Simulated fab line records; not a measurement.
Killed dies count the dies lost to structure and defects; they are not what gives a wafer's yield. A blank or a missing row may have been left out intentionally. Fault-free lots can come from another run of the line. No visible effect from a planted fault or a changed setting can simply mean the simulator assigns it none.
Which tool is to blame? -- flow n5Finfet -- 24 wafers from 8 lots sampled at 5 of the route's 1938 steps

WHAT THE GAUGES READ, wafer by wafer
N5_BEOL_M4_RC_MEAS_101. Usual: DIBL_N 36.1 mV/V, standard deviation 1.3; DIBL_P 36.1 mV/V, standard deviation 1.7; IOFF_N 0.154 nA/um, standard deviation 0.022; IOFF_N_85C 3.0 nA/um, standard deviation 0.36; IOFF_N_LIN 0.072 nA/um, standard deviation 0.0088; IOFF_N_LONG 5.47e-05 nA/um, standard deviation 2.6e-06; IOFF_P 0.201 nA/um, standard deviation 0.024; IOFF_P_85C 3.5 nA/um, standard deviation 0.36; IOFF_P_LIN 0.096 nA/um, standard deviation 0.0093; IOFF_P_LONG 0.000102 nA/um, standard deviation 7.6e-06; ION_N 675 uA/um, standard deviation 8.9; ION_P 462 uA/um, standard deviation 5.9; SS_N 71.5 mV/dec, standard deviation 0.49; SS_P 73.3 mV/dec, standard deviation 0.58; VT_N 250.0 mV, standard deviation 2.7; VT_N_LONG 275.2 mV, standard deviation 1.9; VT_N_LVT 98.5 mV, standard deviation 2.8; VT_P -251.3 mV, standard deviation 2.7; VT_P_LONG -276.1 mV, standard deviation 2.9; VT_P_LVT -99.6 mV, standard deviation 1.9.
lot,measured,on,DIBL_N (mV/V),DIBL_P (mV/V),IOFF_N (nA/um),IOFF_N_85C (nA/um),IOFF_N_LIN (nA/um),IOFF_N_LONG (nA/um),IOFF_P (nA/um),IOFF_P_85C (nA/um),IOFF_P_LIN (nA/um),IOFF_P_LONG (nA/um),ION_N (uA/um),ION_P (uA/um),SS_N (mV/dec),SS_P (mV/dec),VT_N (mV),VT_N_LONG (mV),VT_N_LVT (mV),VT_P (mV),VT_P_LONG (mV),VT_P_LVT (mV),flag
L298,day 7 20:01,prober-01,35.6 35.7 35.3,34.7 34.9 34.9,0.148 0.151 0.147,2.9 2.9 2.9,0.072 0.071 0.070,5.5e-05 5.46e-05 5.47e-05,0.194 0.200 0.196,3.3 3.4 3.4,0.093 0.095 0.093,0.000102 0.000102 0.000105,674 688 678,468 470 463,71.6 72.3 72.2,73.1 73.5 72.6,249.6 249.3 247.7,275.8 275.3 274.2,98.4 100.3 99.9,-251.0 -249.6 -250.2,-278.6 -277.6 -276.2,-100.8 -99.3 -99.8,
L301,day 8 21:16,prober-02,37.6 38.4 35.2,37.2 38.5 34.9,0.164 0.181 0.134,3.2 3.6 2.7,0.077 0.084 0.066,5.61e-05 5.61e-05 5.73e-05,0.216 0.235 0.184,3.7 4.1 3.3,0.102 0.109 0.092,0.000104 0.000103 0.000108,681 684 681,468 468 466,71.6 72.1 71.5,73.5 73.9 73.4,250.3 248.3 252.3,273.7 275.3 275.0,97.2 94.7 100.4,-249.2 -249.2 -253.5,-275.5 -278.9 -276.2,-96.6 -95.8 -99.3,
L306,day 10 11:20,prober-01,35.2 36.0 36.5,35.5 35.5 36.9,0.131 0.134 0.146,2.7 2.7 2.9,0.064 0.064 0.069,5.62e-05 5.72e-05 5.56e-05,0.189 0.192 0.214,3.3 3.3 3.6,0.094 0.095 0.103,0.000109 0.000117 0.000111,672 668 676,461 463 465,71.0 71.3 71.0,73.0 72.4 73.2,251.7 250.1 249.3,274.4 274.8 274.5,99.5 100.0 98.6,-250.1 -248.9 -249.1,-274.8 -273.9 -275.2,-100.4 -99.5 -97.7,
L310,day 11 19:35,prober-01,36.0 37.1 36.7,34.7 35.7 35.4,0.000 0.000 0.000,0.0 0.0 0.0,0.000 0.000 0.000,2.71e-05 2.76e-05 2.77e-05,1.106 1.178 1.150,15.0 15.7 15.5,0.542 0.562 0.552,0.00052 0.000507 0.000516,319 318 323,535 533 536,70.5 71.2 71.0,72.4 73.2 73.3,414.5 416.2 415.3,441.6 440.1 440.3,261.7 262.8 263.4,-200.1 -202.2 -203.5,-221.9 -224.1 -224.2,-49.4 -49.3 -49.5,OFF
L311,day 11 16:36,prober-01,32.9 33.4 33.5,32.7 33.6 32.3,0.000 0.000 0.000,0.0 0.0 0.0,0.000 0.000 0.000,2.68e-05 2.61e-05 2.7e-05,0.906 0.993 0.873,12.1 13.0 11.6,0.443 0.465 0.428,0.000474 0.00047 0.000476,318 311 314,535 528 530,71.2 71.1 71.3,73.2 73.4 72.7,419.3 418.3 423.8,442.4 441.5 441.8,265.8 265.3 269.5,-205.6 -205.8 -206.6,-224.7 -227.8 -225.9,-53.3 -52.7 -54.3,OFF
L312,day 11 21:38,prober-02,36.6 36.9 36.5,35.2 35.6 35.4,0.166 0.167 0.162,3.3 3.3 3.2,0.076 0.077 0.076,5.75e-05 5.74e-05 5.81e-05,0.215 0.219 0.207,3.7 3.7 3.5,0.102 0.101 0.097,0.0001 0.000103 0.000103,678 681 685,455 465 461,71.7 71.5 71.4,73.0 73.0 73.1,246.1 246.6 246.0,272.8 271.8 273.9,95.1 96.1 94.2,-251.5 -250.9 -250.9,-275.1 -274.4 -273.6,-97.9 -97.4 -98.8,
L316,day 12 20:43,prober-02,36.0 36.6 34.9,36.7 36.9 35.4,0.141 0.141 0.122,2.9 2.9 2.6,0.067 0.066 0.059,4.9e-05 4.9e-05 4.92e-05,0.183 0.189 0.162,3.1 3.2 2.9,0.085 0.088 0.078,8.8e-05 8.6e-05 8.6e-05,668 667 659,455 456 453,70.9 71.6 70.7,73.6 73.5 72.5,250.3 252.9 253.9,280.1 276.5 276.6,101.4 101.0 103.1,-252.3 -256.0 -256.0,-279.9 -283.1 -282.2,-103.6 -103.3 -105.0,
L321,day 14 10:37,prober-01,35.0 35.0 35.9,35.5 36.1 36.4,0.129 0.136 0.141,2.7 2.8 2.8,0.065 0.067 0.070,5.13e-05 5.09e-05 5.17e-05,0.156 0.168 0.169,2.8 3.0 3.0,0.079 0.083 0.083,9.3e-05 9.3e-05 9.3e-05,667 678 677,456 460 462,71.1 71.8 72.3,73.3 72.9 73.3,251.5 249.9 250.5,278.8 277.9 276.9,97.4 95.9 96.6,-255.6 -253.4 -256.6,-278.4 -280.5 -277.0,-100.9 -100.5 -101.0,

WHAT TOOL EACH LOT RAN ON (gives the tool, then ch and the chambers of the sampled wafers, and finally the start)
lot,N5_HKMG_FIN_STRIP_92,N5_HKMG_FIN_STRIP_89,N5_HKMG_FIN_NWFM_ALD_20,N5_HKMG_FIN_ETCH_67
L298,"rieDiel-02 ch 1,3, day 4 04:37","rieDiel-01 ch 0,1,2, day 4 05:33","aldMetal-02 ch 0,3, day 4 06:07","rieDiel-01 ch 0,1,3, day 4 06:34"
L301,"rieDiel-01 ch 1,2,3, day 5 00:08","rieDiel-06 ch 1,2,3, day 5 01:04","aldMetal-02 ch 2,3, day 5 01:38","rieDiel-02 ch 0,2,3, day 5 02:04"
L306,"rieDiel-06 ch 0,1,3, day 6 04:45","rieDiel-02 ch 2,3, day 6 05:43","aldMetal-02 ch 0,1,3, day 6 06:22","rieDiel-02 ch 0,3, day 6 06:48"
L310,"rieDiel-06 ch 0,2, day 7 04:11","rieDiel-02 ch 1,3, day 7 05:07","aldMetal-02 ch 0,3, day 7 05:41","rieDiel-01 ch 0,2, day 7 06:07"
L311,"rieDiel-01 ch 1,2, day 7 10:08","rieDiel-01 ch 1,2,3, day 7 11:04","aldMetal-02 ch 0,1,3, day 7 11:38","rieDiel-06 ch 0,1,3, day 7 12:08"
L312,"rieDiel-02 ch 0,1, day 7 15:37","rieDiel-01 ch 1,2,3, day 7 16:32","aldMetal-04 ch 0,2, day 7 17:11","rieDiel-02 ch 0,1,3, day 7 17:37"
L316,"rieDiel-02 ch 0,1,3, day 8 15:42","rieDiel-01 ch 1,2,3, day 8 16:40","aldMetal-01 ch 0,1,3, day 8 17:14","rieDiel-01 ch 1,2, day 8 17:41"
L321,"rieDiel-06 ch 0,1,3, day 9 22:09","rieDiel-02 ch 1,2,3, day 9 23:05","aldMetal-04 ch 1,2, day 9 23:40","rieDiel-02 ch 1,3, day 10 00:10"
- N5_HKMG_FIN_STRIP_92: strips SOC in N2/H2, time 20 s.
- N5_HKMG_FIN_STRIP_89: strips SOC in N2/H2, time 20 s.
- N5_HKMG_FIN_NWFM_ALD_20: deposits TiAlC, target thk 2 nm, pulse time 3 s, purge time 2 s.
- N5_HKMG_FIN_ETCH_67: etches SOC in N2/H2, stops on TiN, target depth 388.9 nm.

WHAT THE TOOLS THEMSELVES READ (means of the sampled wafers that have a number; where no wafer has one, the mark that the record gives instead)
N5_HKMG_FIN_STRIP_92. Usual: drypumpMotorCurrentA 5.7 A, standard deviation 0.34; oesProductAu 0.79 a.u., standard deviation 0.099; rfVppV 54.2 V, standard deviation 0.89; showerheadPlenumPTorr 3.36 Torr, standard deviation 0.11; throttleValvePct 19.0 %, standard deviation 0.31.
lot,tool,drypumpMotorCurrentA (A),oesProductAu (a.u.),rfVppV (V),showerheadPlenumPTorr (Torr),throttleValvePct (%),flag
L298,rieDiel-02,5.7,0.72,54.2,3.38,19.0,
L301,rieDiel-01,5.9,0.77,54.0,3.31,19.0,
L306,rieDiel-06,5.7,0.77,53.8,3.37,19.0,
L310,rieDiel-06,5.4,0.89,53.7,3.48,18.8,
L311,rieDiel-01,5.7,0.82,54.0,3.29,19.0,
L312,rieDiel-02,5.9,0.80,53.4,3.41,19.0,
L316,rieDiel-02,5.6,0.79,53.8,3.42,18.9,
L321,rieDiel-06,5.7,0.75,54.2,3.36,19.1,

N5_HKMG_FIN_STRIP_89. Usual: drypumpMotorCurrentA 5.7 A, standard deviation 0.36; oesProductAu 0.81 a.u., standard deviation 0.11; rfVppV 54.2 V, standard deviation 0.94; showerheadPlenumPTorr 3.34 Torr, standard deviation 0.1; throttleValvePct 19.0 %, standard deviation 0.32.
lot,tool,drypumpMotorCurrentA (A),oesProductAu (a.u.),rfVppV (V),showerheadPlenumPTorr (Torr),throttleValvePct (%),flag
L298,rieDiel-01,5.5,0.78,53.6,3.32,19.1,
L301,rieDiel-06,5.8,0.71,53.9,3.29,19.1,
L306,rieDiel-02,5.4,0.82,54.3,3.43,18.8,
L310,rieDiel-02,5.4,0.81,54.7,3.43,18.8,
L311,rieDiel-01,5.9,0.87,54.1,3.30,18.9,
L312,rieDiel-01,5.9,0.86,54.5,3.30,18.9,
L316,rieDiel-01,5.9,0.84,54.5,3.29,18.9,
L321,rieDiel-02,5.6,0.82,54.9,3.35,18.9,

N5_HKMG_FIN_NWFM_ALD_20. Usual: heaterPowerW 517 W, standard deviation 70; precursorPulseHeightRel 0.997, standard deviation 0.018.
lot,tool,heaterPowerW (W),precursorPulseHeightRel,flag
L298,aldMetal-02,638,1.000,
L301,aldMetal-02,626,0.998,
L306,aldMetal-02,578,1.011,
L310,aldMetal-02,633,1.012,
L311,aldMetal-02,574,1.005,
L312,aldMetal-04,453,0.985,
L316,aldMetal-01,498,0.993,
L321,aldMetal-04,437,0.991,

N5_HKMG_FIN_ETCH_67. Usual: drypumpMotorCurrentA 5.7 A, standard deviation 0.34; oesProductAu 0.80 a.u., standard deviation 0.1; rfVppV 240.5 V, standard deviation 1.2; showerheadPlenumPTorr 2.53 Torr, standard deviation 0.078; throttleValvePct 17.72 %, standard deviation 0.25.
lot,tool,drypumpMotorCurrentA (A),oesProductAu (a.u.),rfVppV (V),showerheadPlenumPTorr (Torr),throttleValvePct (%),flag
L298,rieDiel-01,5.7,0.69,240.0,2.52,18.03,
L301,rieDiel-02,5.6,0.81,241.4,2.60,17.59,
L306,rieDiel-02,5.7,0.73,242.1,2.64,17.62,
L310,rieDiel-01,5.5,0.79,240.3,2.48,17.63,
L311,rieDiel-06,5.7,0.75,240.0,2.55,17.79,
L312,rieDiel-02,5.6,0.79,241.7,2.59,17.62,
L316,rieDiel-01,5.7,0.79,240.1,2.49,17.68,
L321,rieDiel-02,5.7,0.82,240.9,2.54,17.64,

THE ANSWER, worked out from the rows above alone
Rule: lot off if the mean of its wafers having a number is beyond 3 standard deviations from the usual mean. A lot without any number at a reading at which 4 lots or more have one is off too. Where the step has rows for the other lots, those lots are counted as sound. First the gauges in route order, then the tools' own readings, where a lot's mean is used as printed above. The first step at which some lot is off is used, and at that step the reading that is off furthest; a lot without a number counts as furthest.
Off: L310, L311, at N5_BEOL_M4_RC_MEAS_101 (VT_N_LONG).
If a tool, at a process step before that reading, ran all the lots that are off and no sound lot after the first of them, it fits. Gauges at N5_BEOL_M4_RC_MEAS_101: tried the same way as those tools. One fits: N5_HKMG_FIN_NWFM_ALD_20 on aldMetal-02. Its last sound lot is L306 (day 6 06:22), its first lot that is off L310 (day 7 05:41): a fault that began between those two fits.

WHAT WAS PUT IN BY THE SIMULATOR
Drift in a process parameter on aldMetal-02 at N5_HKMG_FIN_NWFM_ALD_20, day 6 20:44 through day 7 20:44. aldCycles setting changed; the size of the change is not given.
Lots struck among those shown: L311, L310. This agrees with what the rule above found.
